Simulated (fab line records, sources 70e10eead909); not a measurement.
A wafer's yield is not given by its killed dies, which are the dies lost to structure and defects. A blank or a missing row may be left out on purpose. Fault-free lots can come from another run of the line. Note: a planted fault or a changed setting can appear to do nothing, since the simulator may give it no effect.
8D (eight disciplines) problem report, filled in by code ; flow nand harc ; the parts of the form that need people (team, actions taken, sign-off) are left out

## 1. WHAT WENT WRONG
Mean of killed at periphery at NHARC_END_SORT_01: 629.5 across 2 wafers in 2 lots; on wafers with no fault it is 3.5 (standard deviation 2.6). That is +99 or more standard deviations from the usual mean.
Seen first at day 30 15:05 on prober-01, wafer L854.5. The record holds 8 wafers of 3 lots with a number at this step. By rule, "out" or "out of limits" means more than 4 standard deviations away from the usual mean. The rest of the wafers with a number are treated as sound.

## 2. WHAT IT IS, AND WHAT IT ISN'T
question;is;is not
which readings at this step;killed at periphery, defect limited yield, killed dies;killed at array, killed at other, killed open, killed short
which lots;L854, L856;L850
which wafers of those lots;L854.5, L856.6;L854.2, L854.6, L856.2, L856.4
read on which gauges;prober-01;prober-02
when;from day 30 15:05;"up to then (3 sound wafers); but 3 sound wafers of L854, L856 came after"

## 3. SUSPECTS, AND WHAT RULES EACH OUT
Counting: a tool at a process step up to the reading stays a suspect if it ran every lot that is out. Sound lots after the first of them don't rule it out here, since some wafers of a struck lot are sound.
- the gauge at NHARC_END_SORT_01: kept. All the wafers that are out were read on prober-01, and no step on other tools shows them out.
- pvd sputter-01 at NHARC_P_M2_PVD_21 (deposits Cu, target thk 30 nm, time 20.49 s): kept. It ran every lot that is out, first L854 (day 12 16:23).
After counting, pvd sputter-01 at NHARC_P_M2_PVD_21 and prober-01 at NHARC_END_SORT_01 remain.

## 4. THE CAUSE (what the simulator had put in)
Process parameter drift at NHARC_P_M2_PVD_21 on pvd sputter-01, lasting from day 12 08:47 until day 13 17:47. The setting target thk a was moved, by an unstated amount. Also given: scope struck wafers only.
After counting, 2 suspects remain, this tool included.

## 5. SEQUENCE OF EFFECTS, ordered by route
Each row: a reading whose mean over the struck wafers that have a number lies more than 3 standard deviations from the usual. Only readings whose record carries a usual standard deviation are examined. hours: median over the lots of the time between each lot's start at the first step of this table that gives one and its start at this step. sigmas: the change, counted in usual standard deviations.
hours;step;reading;usual;on struck wafers;change;sigmas
0;NHARC_END_SORT_01;defect limited yield;91 %;0;-91;-26
0;NHARC_END_SORT_01;killed at periphery;3.5;629.5;+626.0;+99 or more
0;NHARC_END_SORT_01;killed dies;63;677;+614;+26

## 6. HOW IT WOULD HAVE BEEN CAUGHT EARLIER
438 hours passed between the start of the fault at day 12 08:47 and the first reading out of limits at a measuring or inspecting step in this record, taken at day 30 15:05.
Of the tool readings at NHARC_P_M2_PVD_21 for which the record gives a usual standard deviation, none was out on any struck wafer, so an alarm limit of 4 standard deviations on them would not have fired.
By day 30 15:05, every lot that is out (2) had started NHARC_P_M2_PVD_21 on pvd sputter-01. Had the tool been put on hold then, not one of them would have been saved.
